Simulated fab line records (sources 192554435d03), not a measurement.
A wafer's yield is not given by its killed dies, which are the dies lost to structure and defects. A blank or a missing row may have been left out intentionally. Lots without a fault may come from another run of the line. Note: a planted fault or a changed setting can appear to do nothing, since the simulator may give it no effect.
Which of the tools did it? / flow n5_finfet / Sampling: 7 lots, 21 wafers, 6 of 1938 route steps

== WHAT THE GAUGES SHOWED, per wafer ==
N5_BEOL_M5_THK_MEAS_01. Usual: for M5_ILD_THK the level is 121.0 nm and the standard deviation is 1.4.
lot=L411; measured=day 8 03:53; on=film_metro-01; M5_ILD_THK (nm)=121.8 122.9 121.9; flag=
lot=L413; measured=day 8 21:25; on=film_metro-02; M5_ILD_THK (nm)=121.5 120.0 123.1; flag=
lot=L414; measured=day 10 01:10; on=film_metro-01; M5_ILD_THK (nm)=120.5 121.5 123.6; flag=
lot=L421; measured=day 11 12:45; on=film_metro-01; M5_ILD_THK (nm)=120.5 123.8 122.9; flag=
lot=L423; measured=day 12 06:58; on=film_metro-02; M5_ILD_THK (nm)=120.2 119.8 122.7; flag=
lot=L429; measured=day 13 13:40; on=film_metro-02; M5_ILD_THK (nm)=120.2 123.2 123.4; flag=
lot=L432; measured=day 14 04:34; on=film_metro-01; M5_ILD_THK (nm)=119.5 122.8 121.8; flag=

N5_BEOL_M5_CD_MEAS_11: target cd 27.74 nm. Usual: cd_nm at 28.04 nm, with a standard deviation of 0.24.
lot=L411; measured=day 8 04:59; on=cd_sem-01; cd_nm (nm)=27.79 28.32 28.08; flag=
lot=L413; measured=day 8 21:54; on=cd_sem-01; cd_nm (nm)=28.00 28.29 27.73; flag=
lot=L414; measured=day 10 03:03; on=cd_sem-02; cd_nm (nm)=27.66 27.81 27.63; flag=
lot=L421; measured=day 11 13:43; on=cd_sem-01; cd_nm (nm)=28.07 28.21 27.82; flag=
lot=L423; measured=day 12 08:29; on=cd_sem-01; cd_nm (nm)=27.72 27.60 28.29; flag=
lot=L429; measured=day 13 15:28; on=cd_sem-01; cd_nm (nm)=25.24 24.73 24.80; flag=OFF
lot=L432; measured=day 14 06:10; on=cd_sem-02; cd_nm (nm)=25.74 25.13 25.58; flag=OFF

N5_BEOL_M15_RC_MEAS_101. Usual: COMB_M10 1.5e-11 S/m, standard deviation 3.3e-12; COMB_M11 1.5e-11 S/m, standard deviation 3.1e-12; COMB_M12 6.3e-12 S/m, standard deviation 1.5e-12; COMB_M13 4.6e-12 S/m, standard deviation 1.1e-12; COMB_M14 3.5e-12 S/m, standard deviation 1.1e-12; COMB_M15 2.4e-12 S/m, standard deviation 8.5e-13; COMB_M15_max_site 3.5e-12 S/m, standard deviation 1e-12; COMB_M5 3.6e-11 S/m, standard deviation 6.3e-12; COMB_M6 2.5e-11 S/m, standard deviation 5.3e-12; COMB_M7 2.6e-11 S/m, standard deviation 4.8e-12; COMB_M8 2.5e-11 S/m, standard deviation 5.5e-12; COMB_M9 1.41e-11 S/m, standard deviation 2.5e-12; SERP_M10 3.06 ohm/um, standard deviation 0.06; SERP_M11 3.06 ohm/um, standard deviation 0.072; SERP_M12 0.639 ohm/um, standard deviation 0.013; SERP_M12_max_site 0.653 ohm/um, standard deviation 0.013; SERP_M13 0.310 ohm/um, standard deviation 0.0053; SERP_M14 0.1604 ohm/um, standard deviation 0.0028; SERP_M14_max_site 0.1621 ohm/um, standard deviation 0.0028; SERP_M5 38.8 ohm/um, standard deviation 1.5; SERP_M5_max_site 40.5 ohm/um, standard deviation 1.8; SERP_M6 13.6 ohm/um, standard deviation 0.43; SERP_M7 13.8 ohm/um, standard deviation 0.5; SERP_M8 14.0 ohm/um, standard deviation 0.42; SERP_M8_max_site 14.4 ohm/um, standard deviation 0.48; SERP_M9 3.06 ohm/um, standard deviation 0.069.
lot=L411; measured=day 11 18:51; on=prober-01; COMB_M10 (S/m)=1.7e-11 1.4e-11 1.3e-11; COMB_M11 (S/m)=1.6e-11 2.1e-11 1.2e-11; COMB_M12 (S/m)=8.2e-12 8.6e-12 7.5e-12; COMB_M13 (S/m)=6.5e-12 5.6e-12 6.3e-12; COMB_M14 (S/m)=4.5e-12 4.6e-12 2.9e-12; COMB_M15 (S/m)=3.2e-12 3.3e-12 3.5e-12; COMB_M15_max_site (S/m)=4.1e-12 4.7e-12 4e-12; COMB_M5 (S/m)=3.5e-11 3.6e-11 3.1e-11; COMB_M6 (S/m)=2.4e-11 2.1e-11 2.5e-11; COMB_M7 (S/m)=3.7e-11 2.3e-11 2.2e-11; COMB_M8 (S/m)=3.4e-11 3.8e-11 2.3e-11; COMB_M9 (S/m)=1.12e-11 9.5e-12 1.39e-11; SERP_M10 (ohm/um)=3.16 3.07 2.99; SERP_M11 (ohm/um)=3.03 3.17 3.09; SERP_M12 (ohm/um)=0.636 0.641 0.642; SERP_M12_max_site (ohm/um)=0.658 0.650 0.654; SERP_M13 (ohm/um)=0.311 0.313 0.311; SERP_M14 (ohm/um)=0.1631 0.1578 0.1633; SERP_M14_max_site (ohm/um)=0.1658 0.1589 0.1651; SERP_M5 (ohm/um)=38.5 37.6 38.1; SERP_M5_max_site (ohm/um)=39.2 39.7 39.0; SERP_M6 (ohm/um)=13.2 13.5 13.2; SERP_M7 (ohm/um)=13.8 13.7 13.6; SERP_M8 (ohm/um)=14.7 15.1 14.6; SERP_M8_max_site (ohm/um)=15.0 15.5 15.3; SERP_M9 (ohm/um)=3.05 3.13 3.11; flag=
lot=L413; measured=day 12 13:55; on=prober-01; COMB_M10 (S/m)=1.2e-11 1.3e-11 1.5e-11; COMB_M11 (S/m)=1.1e-11 1.7e-11 1.1e-11; COMB_M12 (S/m)=6.1e-12 5.8e-12 5.3e-12; COMB_M13 (S/m)=6.2e-12 5.3e-12 5.5e-12; COMB_M14 (S/m)=3.1e-12 4.9e-12 4e-12; COMB_M15 (S/m)=2e-12 2.1e-12 2.5e-12; COMB_M15_max_site (S/m)=2.3e-12 3e-12 4.4e-12; COMB_M5 (S/m)=3e-11 5.1e-11 3.6e-11; COMB_M6 (S/m)=1.8e-11 2.7e-11 2.9e-11; COMB_M7 (S/m)=2.6e-11 2.6e-11 1.8e-11; COMB_M8 (S/m)=2.4e-11 2.8e-11 2.9e-11; COMB_M9 (S/m)=1.19e-11 1.76e-11 1.76e-11; SERP_M10 (ohm/um)=3.08 3.06 3.13; SERP_M11 (ohm/um)=3.08 3.02 3.08; SERP_M12 (ohm/um)=0.646 0.660 0.656; SERP_M12_max_site (ohm/um)=0.657 0.678 0.673; SERP_M13 (ohm/um)=0.309 0.308 0.307; SERP_M14 (ohm/um)=0.1618 0.1669 0.1671; SERP_M14_max_site (ohm/um)=0.1641 0.1692 0.1684; SERP_M5 (ohm/um)=39.2 36.8 39.9; SERP_M5_max_site (ohm/um)=40.2 38.6 40.8; SERP_M6 (ohm/um)=13.2 13.6 13.6; SERP_M7 (ohm/um)=13.3 14.2 13.9; SERP_M8 (ohm/um)=13.7 14.0 13.5; SERP_M8_max_site (ohm/um)=14.4 14.6 13.7; SERP_M9 (ohm/um)=3.08 3.05 3.03; flag=
lot=L414; measured=day 13 09:44; on=prober-01; COMB_M10 (S/m)=1.5e-11 1.6e-11 1.6e-11; COMB_M11 (S/m)=1.4e-11 1.2e-11 1.6e-11; COMB_M12 (S/m)=6.4e-12 7.7e-12 5.2e-12; COMB_M13 (S/m)=4.9e-12 5.4e-12 4e-12; COMB_M14 (S/m)=3.9e-12 6.7e-12 5.6e-12; COMB_M15 (S/m)=2.7e-12 3.6e-12 3.6e-12; COMB_M15_max_site (S/m)=4.5e-12 4.4e-12 5.5e-12; COMB_M5 (S/m)=2.9e-11 3.3e-11 3.5e-11; COMB_M6 (S/m)=2.6e-11 1.6e-11 3.4e-11; COMB_M7 (S/m)=3.8e-11 1.9e-11 2.9e-11; COMB_M8 (S/m)=1.9e-11 2.4e-11 2.1e-11; COMB_M9 (S/m)=1.64e-11 1.48e-11 1.39e-11; SERP_M10 (ohm/um)=2.96 3.02 2.92; SERP_M11 (ohm/um)=3.10 3.12 3.08; SERP_M12 (ohm/um)=0.652 0.637 0.627; SERP_M12_max_site (ohm/um)=0.658 0.651 0.635; SERP_M13 (ohm/um)=0.299 0.311 0.308; SERP_M14 (ohm/um)=0.1629 0.1594 0.1559; SERP_M14_max_site (ohm/um)=0.1647 0.1609 0.1574; SERP_M5 (ohm/um)=44.9 40.3 41.6; SERP_M5_max_site (ohm/um)=45.8 41.7 43.3; SERP_M6 (ohm/um)=13.4 13.6 13.7; SERP_M7 (ohm/um)=14.2 14.0 14.4; SERP_M8 (ohm/um)=14.4 13.6 14.4; SERP_M8_max_site (ohm/um)=14.8 14.8 14.8; SERP_M9 (ohm/um)=3.07 3.07 2.93; flag=
lot=L421; measured=day 15 04:20; on=prober-02; COMB_M10 (S/m)=1e-11 1.1e-11 1.4e-11; COMB_M11 (S/m)=1.9e-11 1.8e-11 2e-11; COMB_M12 (S/m)=5.6e-12 6e-12 7.3e-12; COMB_M13 (S/m)=4.5e-12 4.9e-12 3.2e-12; COMB_M14 (S/m)=2.4e-12 3.1e-12 2.6e-12; COMB_M15 (S/m)=1.1e-12 1.6e-12 1.8e-12; COMB_M15_max_site (S/m)=2.6e-12 2.9e-12 3.2e-12; COMB_M5 (S/m)=3.2e-11 5.1e-11 3.1e-11; COMB_M6 (S/m)=2.1e-11 2.2e-11 2.8e-11; COMB_M7 (S/m)=3.1e-11 2e-11 2.1e-11; COMB_M8 (S/m)=1.7e-11 1.4e-11 2.3e-11; COMB_M9 (S/m)=1.42e-11 1.11e-11 1.34e-11; SERP_M10 (ohm/um)=3.04 2.99 2.96; SERP_M11 (ohm/um)=3.08 3.09 2.99; SERP_M12 (ohm/um)=0.655 0.654 0.649; SERP_M12_max_site (ohm/um)=0.672 0.669 0.665; SERP_M13 (ohm/um)=0.320 0.320 0.310; SERP_M14 (ohm/um)=0.1585 0.1599 0.1614; SERP_M14_max_site (ohm/um)=0.1623 0.1615 0.1622; SERP_M5 (ohm/um)=39.2 38.7 37.1; SERP_M5_max_site (ohm/um)=40.6 41.0 40.5; SERP_M6 (ohm/um)=14.3 13.7 13.2; SERP_M7 (ohm/um)=13.8 13.7 13.6; SERP_M8 (ohm/um)=14.1 13.9 13.9; SERP_M8_max_site (ohm/um)=14.5 14.1 14.5; SERP_M9 (ohm/um)=2.99 2.99 3.07; flag=
lot=L423; measured=day 15 21:25; on=prober-02; COMB_M10 (S/m)=1.3e-11 1.2e-11 1.9e-11; COMB_M11 (S/m)=1.2e-11 1e-11 1.2e-11; COMB_M12 (S/m)=3.4e-12 4.8e-12 5.4e-12; COMB_M13 (S/m)=3.2e-12 3.6e-12 2.9e-12; COMB_M14 (S/m)=3e-12 1.9e-12 2.5e-12; COMB_M15 (S/m)=1.5e-12 1.7e-12 2e-12; COMB_M15_max_site (S/m)=2e-12 2.7e-12 2.7e-12; COMB_M5 (S/m)=3.8e-11 2.2e-11 3.2e-11; COMB_M6 (S/m)=4.2e-11 2.1e-11 2.4e-11; COMB_M7 (S/m)=2.1e-11 3.4e-11 2.3e-11; COMB_M8 (S/m)=2.3e-11 3.1e-11 2.1e-11; COMB_M9 (S/m)=1.26e-11 1.63e-11 2.04e-11; SERP_M10 (ohm/um)=3.01 3.05 3.00; SERP_M11 (ohm/um)=3.16 3.17 3.11; SERP_M12 (ohm/um)=0.628 0.619 0.613; SERP_M12_max_site (ohm/um)=0.648 0.636 0.628; SERP_M13 (ohm/um)=0.315 0.314 0.307; SERP_M14 (ohm/um)=0.1576 0.1615 0.1596; SERP_M14_max_site (ohm/um)=0.1595 0.1623 0.1608; SERP_M5 (ohm/um)=41.3 39.0 41.3; SERP_M5_max_site (ohm/um)=42.8 41.8 43.1; SERP_M6 (ohm/um)=13.3 13.6 13.6; SERP_M7 (ohm/um)=13.6 14.3 14.4; SERP_M8 (ohm/um)=13.5 13.7 13.7; SERP_M8_max_site (ohm/um)=14.0 14.0 14.0; SERP_M9 (ohm/um)=3.05 3.07 3.05; flag=
lot=L429; measured=day 17 03:29; on=prober-01; COMB_M10 (S/m)=1.9e-11 1.2e-11 1.9e-11; COMB_M11 (S/m)=2.2e-11 1.1e-11 1.9e-11; COMB_M12 (S/m)=5.7e-12 7.8e-12 7.5e-12; COMB_M13 (S/m)=6e-12 6.1e-12 5e-12; COMB_M14 (S/m)=3.9e-12 3.5e-12 3.6e-12; COMB_M15 (S/m)=3.3e-12 2.9e-12 2.3e-12; COMB_M15_max_site (S/m)=5.4e-12 3.5e-12 3.5e-12; COMB_M5 (S/m)=2.7e-11 2.9e-11 3.2e-11; COMB_M6 (S/m)=3.5e-11 2.4e-11 2.4e-11; COMB_M7 (S/m)=2.9e-11 2.3e-11 2.6e-11; COMB_M8 (S/m)=3.5e-11 3.5e-11 1.9e-11; COMB_M9 (S/m)=1.55e-11 1.32e-11 1.63e-11; SERP_M10 (ohm/um)=3.10 3.20 3.15; SERP_M11 (ohm/um)=3.11 3.07 3.02; SERP_M12 (ohm/um)=0.640 0.643 0.629; SERP_M12_max_site (ohm/um)=0.655 0.656 0.642; SERP_M13 (ohm/um)=0.314 0.305 0.312; SERP_M14 (ohm/um)=0.1578 0.1644 0.1571; SERP_M14_max_site (ohm/um)=0.1590 0.1669 0.1594; SERP_M5 (ohm/um)=50.2 52.0 50.5; SERP_M5_max_site (ohm/um)=54.8 53.0 52.2; SERP_M6 (ohm/um)=13.5 13.8 13.4; SERP_M7 (ohm/um)=13.3 13.3 14.1; SERP_M8 (ohm/um)=13.2 14.0 13.9; SERP_M8_max_site (ohm/um)=14.3 14.3 14.0; SERP_M9 (ohm/um)=3.01 3.06 3.07; flag=OFF
lot=L432; measured=day 17 14:26; on=prober-01; COMB_M10 (S/m)=1.5e-11 1.6e-11 1.7e-11; COMB_M11 (S/m)=1.1e-11 1.6e-11 1.1e-11; COMB_M12 (S/m)=1.04e-11 7.4e-12 7.5e-12; COMB_M13 (S/m)=7.6e-12 5.5e-12 5e-12; COMB_M14 (S/m)=4e-12 4.3e-12 5e-12; COMB_M15 (S/m)=3.6e-12 3.4e-12 3.6e-12; COMB_M15_max_site (S/m)=5.2e-12 4.6e-12 4.1e-12; COMB_M5 (S/m)=2.9e-11 4.1e-11 4.4e-11; COMB_M6 (S/m)=1.6e-11 1.7e-11 2.2e-11; COMB_M7 (S/m)=2.6e-11 2.1e-11 3.3e-11; COMB_M8 (S/m)=2.6e-11 2.2e-11 1.9e-11; COMB_M9 (S/m)=1.27e-11 1.34e-11 1.86e-11; SERP_M10 (ohm/um)=3.14 3.08 3.11; SERP_M11 (ohm/um)=3.01 2.98 3.07; SERP_M12 (ohm/um)=0.622 0.644 0.645; SERP_M12_max_site (ohm/um)=0.630 0.654 0.661; SERP_M13 (ohm/um)=0.310 0.307 0.314; SERP_M14 (ohm/um)=0.1604 0.1579 0.1610; SERP_M14_max_site (ohm/um)=0.1618 0.1600 0.1620; SERP_M5 (ohm/um)=45.5 45.0 47.2; SERP_M5_max_site (ohm/um)=46.9 48.8 49.7; SERP_M6 (ohm/um)=13.7 13.6 14.0; SERP_M7 (ohm/um)=13.5 13.1 13.7; SERP_M8 (ohm/um)=14.3 14.2 13.9; SERP_M8_max_site (ohm/um)=14.5 14.7 14.2; SERP_M9 (ohm/um)=3.23 3.04 3.24; flag=OFF

== EACH LOT AND THE TOOL THAT RAN IT (in order: tool; ch and the chambers of the sampled wafers; start) ==
lot=L411; N5_BEOL_M4_SPUTTER_94=pvd_sputter-01, day 8 00:58; N5_BEOL_M5_EXPOSE_08=euv_scanner-02 ch 0, day 8 04:52; N5_BEOL_M5_ETCH_61=rie_diel-02 ch 2,3, day 8 05:10
lot=L413; N5_BEOL_M4_SPUTTER_94=pvd_sputter-01, day 8 18:34; N5_BEOL_M5_EXPOSE_08=euv_scanner-02 ch 0, day 8 21:46; N5_BEOL_M5_ETCH_61=rie_diel-04 ch 0,2, day 8 22:05
lot=L414; N5_BEOL_M4_SPUTTER_94=pvd_sputter-01, day 9 22:08; N5_BEOL_M5_EXPOSE_08=euv_scanner-01 ch 0, day 10 02:55; N5_BEOL_M5_ETCH_61=rie_diel-02 ch 0,2,3, day 10 03:14
lot=L421; N5_BEOL_M4_SPUTTER_94=pvd_sputter-02, day 11 09:54; N5_BEOL_M5_EXPOSE_08=euv_scanner-01 ch 0, day 11 13:35; N5_BEOL_M5_ETCH_61=rie_diel-02 ch 0,1, day 11 13:53
lot=L423; N5_BEOL_M4_SPUTTER_94=pvd_sputter-03, day 12 03:53; N5_BEOL_M5_EXPOSE_08=euv_scanner-02 ch 0, day 12 08:22; N5_BEOL_M5_ETCH_61=rie_diel-02 ch 1,2,3, day 12 08:40
lot=L429; N5_BEOL_M4_SPUTTER_94=pvd_sputter-02, day 13 10:26; N5_BEOL_M5_EXPOSE_08=euv_scanner-01 ch 0, day 13 15:20; N5_BEOL_M5_ETCH_61=rie_diel-04 ch 0,2, day 13 15:38
lot=L432; N5_BEOL_M4_SPUTTER_94=pvd_sputter-03, day 14 01:41; N5_BEOL_M5_EXPOSE_08=euv_scanner-01 ch 0, day 14 06:03; N5_BEOL_M5_ETCH_61=rie_diel-02 ch 2,3, day 14 06:20
- N5_BEOL_M4_SPUTTER_94: material Cu, target thk 4.5 nm, time 8.29 s.
- N5_BEOL_M5_EXPOSE_08: exposes mask M5, target cd 28 nm.
- N5_BEOL_M5_ETCH_61: etches SiARC in CF4, target depth 15.6 nm, time 26 s.

== AS READ BY THE TOOLS THEMSELVES (means over the sampled wafers that have a number; for cases with no such wafer, the mark the record gives instead) ==
N5_BEOL_M4_SPUTTER_94. Usual: throttle_valve_pct at 29.5 %, with a standard deviation of 0.78.
lot=L411; tool=pvd_sputter-01; throttle_valve_pct (%)=29.4; flag=
lot=L413; tool=pvd_sputter-01; throttle_valve_pct (%)=29.3; flag=
lot=L414; tool=pvd_sputter-01; throttle_valve_pct (%)=28.8; flag=
lot=L421; tool=pvd_sputter-02; throttle_valve_pct (%)=29.5; flag=
lot=L423; tool=pvd_sputter-03; throttle_valve_pct (%)=29.6; flag=
lot=L429; tool=pvd_sputter-02; throttle_valve_pct (%)=29.9; flag=
lot=L432; tool=pvd_sputter-03; throttle_valve_pct (%)=28.8; flag=

N5_BEOL_M5_EXPOSE_08. Usual: exposure_dose_mJ_cm2 at 35.69, with a standard deviation of 0.088.
lot=L411 tool=euv_scanner-02 exposure_dose_mJ_cm2=35.59 flag=
lot=L413 tool=euv_scanner-02 exposure_dose_mJ_cm2=35.60 flag=
lot=L414 tool=euv_scanner-01 exposure_dose_mJ_cm2=35.75 flag=
lot=L421 tool=euv_scanner-01 exposure_dose_mJ_cm2=35.76 flag=
lot=L423 tool=euv_scanner-02 exposure_dose_mJ_cm2=35.64 flag=
lot=L429 tool=euv_scanner-01 exposure_dose_mJ_cm2=31.19 flag=OFF
lot=L432 tool=euv_scanner-01 exposure_dose_mJ_cm2=32.06 flag=OFF

N5_BEOL_M5_ETCH_61. Usual: drypump_motor_current_A is 5.8 A with standard deviation 0.52, etch_rf_on_time_s is 26.0 s with standard deviation 0.4, mfc_ar_sccm is 100.0 sccm with standard deviation 0.31, oes_product_au is 0.65 a.u. with standard deviation 0.077, rf_vpp_V is 184.2 V with standard deviation 1.2, showerhead_plenum_p_Torr is 2.15 Torr with standard deviation 0.07, and throttle_valve_pct is 15.72 % with standard deviation 0.29.
lot=L411; tool=rie_diel-02; drypump_motor_current_A (A)=5.1; etch_rf_on_time_s (s)=26.2; mfc_ar_sccm (sccm)=100.0; oes_product_au (a.u.)=0.64; rf_vpp_V (V)=183.6; showerhead_plenum_p_Torr (Torr)=2.14; throttle_valve_pct (%)=15.70; flag=
lot=L413; tool=rie_diel-04; drypump_motor_current_A (A)=5.9; etch_rf_on_time_s (s)=26.4; mfc_ar_sccm (sccm)=99.9; oes_product_au (a.u.)=0.62; rf_vpp_V (V)=183.3; showerhead_plenum_p_Torr (Torr)=2.16; throttle_valve_pct (%)=15.77; flag=
lot=L414; tool=rie_diel-02; drypump_motor_current_A (A)=5.5; etch_rf_on_time_s (s)=26.1; mfc_ar_sccm (sccm)=100.0; oes_product_au (a.u.)=0.62; rf_vpp_V (V)=184.1; showerhead_plenum_p_Torr (Torr)=2.13; throttle_valve_pct (%)=15.78; flag=
lot=L421; tool=rie_diel-02; drypump_motor_current_A (A)=6.0; etch_rf_on_time_s (s)=26.0; mfc_ar_sccm (sccm)=100.0; oes_product_au (a.u.)=0.65; rf_vpp_V (V)=183.9; showerhead_plenum_p_Torr (Torr)=2.17; throttle_valve_pct (%)=15.79; flag=
lot=L423; tool=rie_diel-02; drypump_motor_current_A (A)=5.4; etch_rf_on_time_s (s)=26.1; mfc_ar_sccm (sccm)=99.7; oes_product_au (a.u.)=0.67; rf_vpp_V (V)=184.0; showerhead_plenum_p_Torr (Torr)=2.18; throttle_valve_pct (%)=15.55; flag=
lot=L429; tool=rie_diel-04; drypump_motor_current_A (A)=5.9; etch_rf_on_time_s (s)=26.2; mfc_ar_sccm (sccm)=100.1; oes_product_au (a.u.)=0.60; rf_vpp_V (V)=184.0; showerhead_plenum_p_Torr (Torr)=2.15; throttle_valve_pct (%)=15.84; flag=
lot=L432; tool=rie_diel-02; drypump_motor_current_A (A)=5.0; etch_rf_on_time_s (s)=26.1; mfc_ar_sccm (sccm)=100.0; oes_product_au (a.u.)=0.61; rf_vpp_V (V)=183.7; showerhead_plenum_p_Torr (Torr)=2.12; throttle_valve_pct (%)=15.79; flag=

== THE ANSWER, worked out from the rows above alone ==
Rule: a lot counts as off when the mean over its wafers that have a number is more than 3 standard deviations away from the usual mean. A lot without any number at a reading at which 4 lots or more have one is off too. Any other lot the step has rows for is counted as sound. First the gauges in route order, then the tools' own readings, where a lot's mean is used as printed above. At the first step where some lot is off, the reading lying furthest off is the one used; lots without a number count as furthest.
Off at N5_BEOL_M5_CD_MEAS_11 (cd_nm): L429, L432.
A tool fits if, at a process step before that reading, it ran every lot that is off, and no sound lot after the first of them. The gauges at N5_BEOL_M5_CD_MEAS_11 aren't tried: what is off there is off at N5_BEOL_M15_RC_MEAS_101 too, on other tools, and a gauge's error can't cause that. One fits: euv_scanner-01 at N5_BEOL_M5_EXPOSE_08. Its last sound lot is L421 (day 11 13:35), its first lot that is off L429 (day 13 15:20): a fault that began between those two fits.
On the lots that are off, the tool's own readings at N5_BEOL_M5_EXPOSE_08 differ by more than 5 times the standard deviation of the sound lots' means, which bears it out; exposure_dose_mJ_cm2 reads 31.62 there versus 35.67 on the sound lots.

== WHAT THE SIMULATOR HAD PUT IN ==
Drift in process parameters on euv_scanner-01 at N5_BEOL_M5_EXPOSE_08, starting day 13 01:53. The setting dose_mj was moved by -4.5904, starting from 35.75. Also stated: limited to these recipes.
Shown lots that were struck: L429, L432. The rule given above showed the same thing.
